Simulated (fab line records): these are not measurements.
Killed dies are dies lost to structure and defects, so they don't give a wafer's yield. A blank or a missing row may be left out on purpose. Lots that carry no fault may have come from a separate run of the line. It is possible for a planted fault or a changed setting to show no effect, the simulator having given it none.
Split-lot trial	flow n5 finfet	route with 1938 steps; 7 lots, 39 wafers read

== ON THE SPLIT ==
At N5_FIN_SAQP_HM_DEP_03 (deposits SiNx from SiH4/NH3/N2, target thk 38 nm, time 33.6 s), the setting target thk a was moved away from the recipe's 380 angstrom on 12 of the 39 wafers read, by -45.7% to +54.8%. This setting was run at the recipe's value on the other wafers.

== FROM THE SPLIT TO THE READING: what the file shows between them, 8 steps ==
- N5_FIN_SAQP_THK_MEAS_05
- N5_FIN_SAQP_PECVD_47: deposits a-Si from SiH4/He, target thk 45 nm, time 36.3 s
- N5_FIN_SAQP_PECVD_48: deposits SiNx from SiH4/NH3/N2, target thk 25 nm, time 22.1 s
- N5_FIN_SAQP_MANDREL2_REMOVE_60: chemistry HBr/Cl2/O2, target a-Si, stops on SiNx, bt time 10 s
- N5_FIN_SAQP_HM_OPEN_33: chemistry CH3F/O2, target SiNx, target depth 49.4 nm, time 70.6 s
- N5_FIN_SAQP_ETCH_34: etches SiO2 in C4F6/O2, target depth 45 nm, time 15 s
- N5_FIN_SAQP_STRIP_77: strips in N2/H2, time 90 s
- N5_FIN_SAQP_ETCH_64: etches SiO2 in CF4, target depth 1.5 nm

== THE READING ==
SiNx_of_FIN_SAQP_HM_DEP_03.thk nm (the simulator's own value, which no gauge read), in nm, at N5_FIN_SAQP_FIN_ETCH_36 (etches the open film in HBr/Cl2/O2, target depth 120 nm, time 50.4 s). The file does not state a usual value for it. Here, 27 wafers ran the recipe; their average is 20.7 nm with a standard deviation of 0.69 nm.

wafer	tool, chamber at the split	target thk a as run, angstrom	against the recipe	SiNx_of_FIN_SAQP_HM_DEP_03.thk nm, nm	against lot-mates on the recipe
L078.1	pecvd-04, 0	206.4	-45.7%	2.6	-17.7
L078.2	pecvd-04, 2	206.4	-45.7%	3	-17.3
L078.4	pecvd-04, 2	206.4	-45.7%	3	-17.3
L078.3	pecvd-04, 1	380	recipe	20	-
L078.5	pecvd-04, 0	380	recipe	20.6	-
L078.6	pecvd-04, 1	380	recipe	20.4	-
L084.1	pecvd-04, 0	563.3	+48.2%	38.6	+18.6
L084.2	pecvd-04, 2	563.3	+48.2%	38.8	+18.8
L084.3	pecvd-04, 1	380	recipe	19.4	-
L084.4	pecvd-04, 0	380	recipe	20.2	-
L084.5	pecvd-04, 1	563.3	+48.2%	39.2	+19.2
L084.6	pecvd-04, 2	380	recipe	20.4	-
L085.1	pecvd-03, 2	380	recipe	20.2	-
L085.2	pecvd-03, 1	380	recipe	21.6	-
L085.6	pecvd-03, 2	380	recipe	21.6	-
L085.3	pecvd-03, 0	380	recipe	21.2	-
L085.4	pecvd-03, 0	380	recipe	21.2	-
L085.5	pecvd-03, 1	380	recipe	22.2	-
L091.1	pecvd-04, 2	380	recipe	20.6	-
L091.2	pecvd-04, 0	232.4	-38.8%	5.6	-15.1
L091.4	pecvd-04, 0	232.4	-38.8%	5.6	-15.1
L091.3	pecvd-04, 1	380	recipe	20.2	-
L091.5	pecvd-04, 1	232.4	-38.8%	6	-14.7
L091.6	pecvd-04, 2	380	recipe	21.2	-
L093.1	pecvd-01, 0	380	recipe	19.8	-
L093.2	pecvd-01, 1	380	recipe	22	-
L093.3	pecvd-01, 2	588.1	+54.8%	41	+20.1
L093.4	pecvd-01, 1	588.1	+54.8%	42.2	+21.3
L093.5	pecvd-01, 2	588.1	+54.8%	42.4	+21.5
L093.6	pecvd-01, 0	380	recipe	20.8	-
L095.1	pecvd-01, 0	380	recipe	20	-
L095.2	pecvd-01, 2	380	recipe	20.4	-
L095.3	pecvd-01, 1	380	recipe	20.8	-
L095.6	pecvd-01, 1	380	recipe	20.8	-
L095.4	pecvd-01, 0	380	recipe	20.2	-
L095.5	pecvd-01, 2	380	recipe	21.8	-
L097.1	pecvd-04, 1	380	recipe	20.2	-
L097.5	pecvd-04, 0	380	recipe	20.6	-
L097.6	pecvd-04, 2	380	recipe	21.2	-

THE FIT
A straight line over all 39 wafers: SiNx_of_FIN_SAQP_HM_DEP_03.thk nm changes by +0.385 nm for each +1% of target thk a; r = +1.00; the points scatter about the line by 0.64 nm.
The same after taking each lot's own level away (the mean of its wafers on the recipe; 39 wafers): +0.385 nm for each +1%; r = +1.00; scatter 0.53 nm.
The reading moves by 21 nm for the largest change in target thk a, on that fit.
The lots' own levels span 20.00 to 21.33 nm, that is 1.9 times the standard deviation above.
The two slopes are in agreement: the lot-to-lot level therefore moves the slope only a little.
Check: with one of the wafers moved furthest among these (+54.8%) left out of the fit, the line predicts +21.3 nm for it against its lot-mates. Against them it came out at +20.1 nm.

== THE WHOLE CHAIN: every reading that the file lists as answering this split, in the file's order ==
step	what it does	reading	change (the file's fit)	r (the file's)
N5_FIN_SAQP_HM_DEP_03	deposits SiNx from SiH4/NH3/N2, target thk 38 nm, time 33.6 s	SiNx_of_FIN_SAQP_HM_DEP_03.thk nm (the simulator's own value, which no gauge read)	+0.382 nm for each +1% of the setting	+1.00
N5_FIN_SAQP_THK_MEAS_05		thk nm	withheld for each +1% of the setting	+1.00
N5_FIN_SAQP_HM_OPEN_33	chemistry CH3F/O2, target SiNx, target depth 49.4 nm, time 70.6 s	etch rf on time s	withheld for each +1% of the setting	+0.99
N5_FIN_SAQP_HM_OPEN_33	chemistry CH3F/O2, target SiNx, target depth 49.4 nm, time 70.6 s	etch.depth nm (the simulator's own value, which no gauge read)	+0.383 nm for each +1% of the setting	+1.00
N5_FIN_SAQP_FIN_ETCH_36	etches the open film in HBr/Cl2/O2, target depth 120 nm, time 50.4 s	SiNx_of_FIN_SAQP_HM_DEP_03.thk nm (the simulator's own value, which no gauge read)	+0.385 nm for each +1% of the setting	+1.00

== THE FILE'S OWN FIT ==
SiNx_of_FIN_SAQP_HM_DEP_03.thk nm changes by +0.385 nm for each +1% of target thk a, r = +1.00.
